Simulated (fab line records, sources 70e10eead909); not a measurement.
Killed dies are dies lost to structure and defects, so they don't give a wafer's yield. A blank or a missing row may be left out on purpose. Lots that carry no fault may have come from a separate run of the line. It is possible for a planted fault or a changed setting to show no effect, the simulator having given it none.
Chamber matching | flow nand_harc | NHARC_A_CHANNEL_FILL_D1_ALD_14 on ald_hk-04 has 4 sister chambers
The step deposits SiO2, target thk 2.5 nm, pulse time 10 s, ald cycles 25. 18 wafers are shown with their chamber, then 9 later ones without.

## WAFERS WITH THEIR CHAMBER
wafer  | chamber | heater_power_w (W) | susceptor_temp_C (C) | precursor_pulse_height_rel
L075.1 | 1       | 472                | 299.79               | 0.983
L075.2 | 2       | 560                | 300.36               | 1.011
L075.6 | 0       | 503                | 299.95               | 1.003
L078.2 | 2       | 552                | 299.84               | 1.003
L078.5 | 2       | 562                | 299.82               | 1.008
L078.6 | 3       | 488                | 300.06               | 0.999
L082.1 | 1       | 463                | 299.98               | 1.049
L082.4 | 3       | 489                | 300.15               | 1.020
L082.5 | 1       | 467                | 299.87               | 1.008
L083.1 | 3       | 497                | 300.10               | 1.005
L083.3 | 0       | 495                | 299.95               | 0.998
L083.5 | 3       | 487                | 299.84               | 1.012
L089.1 | 3       | 498                | 300.25               | 1.033
L089.5 | 2       | 537                | 299.95               | 0.990
L089.6 | 1       | 454                | 299.97               | 1.000
L091.4 | 0       | 497                | 299.85               | 1.016
L091.5 | 0       | 479                | 300.12               | 1.012
L091.6 | 1       | 456                | 300.15               | 0.997

SIGNATURES, as means of the wafers listed above
reading                    | chamber 0 | chamber 1 | chamber 2 | chamber 3 | scatter within a chamber
heater_power_w             | 493.50    | 462.40    | 552.75    | 491.80    | 8.61
susceptor_temp_C           | 299.9675  | 299.9520  | 299.9925  | 300.0800  | 0.168
precursor_pulse_height_rel | 1.00725   | 1.00740   | 1.00300   | 1.01380   | 0.0162
Rule: a wafer lies at a distance from a chamber equal to the root of the sum of squares, over the readings, of (its reading less the chamber's mean, divided by the reading's scatter). If the next closest chamber is less than 2 further off than the closest, the wafer can't be placed; otherwise it belongs to the closest. How the scatter is found: for the shown wafers, subtract from each reading the mean of its chamber, square and add these, divide the total by (wafers less chambers), then take the root.

## WAFERS WHOSE CHAMBER IS MISSING
wafer  | heater_power_w (W) | susceptor_temp_C (C) | precursor_pulse_height_rel
L093.2 | 476                | 300.16               | 1.032
L093.5 | 501                | 300.16               | 1.011
L093.6 | 505                | 300.51               | 1.017
L096.1 | 473                | 299.95               | 1.001
L096.4 | 509                | 299.91               | 0.977
L096.6 | 559                | 300.15               | 1.013
L097.2 | 504                | 299.92               | 1.003
L097.3 | 542                | 299.98               | 0.977
L097.4 | 475                | 299.97               | 1.016

## THE CHAMBER EACH PASSED THROUGH
wafer  | from the rows above          | in truth
L093.2 | can't be placed: 3 or 1 or 0 | 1
L093.5 | can't be placed: 3 or 0      | 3
L093.6 | can't be placed: 3 or 0      | 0
L096.1 | can't be placed: 1 or 0 or 3 | 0
L096.4 | can't be placed: 0 or 3      | 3
L096.6 | 2                            | 2
L097.2 | can't be placed: 0 or 3      | 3
L097.3 | 2                            | 2
L097.4 | can't be placed: 1 or 3 or 0 | 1
2 of 9 placed correctly. Cannot be placed on the basis of these rows: 7; the candidates contain the true chamber in 7. Placed wrongly: 0.
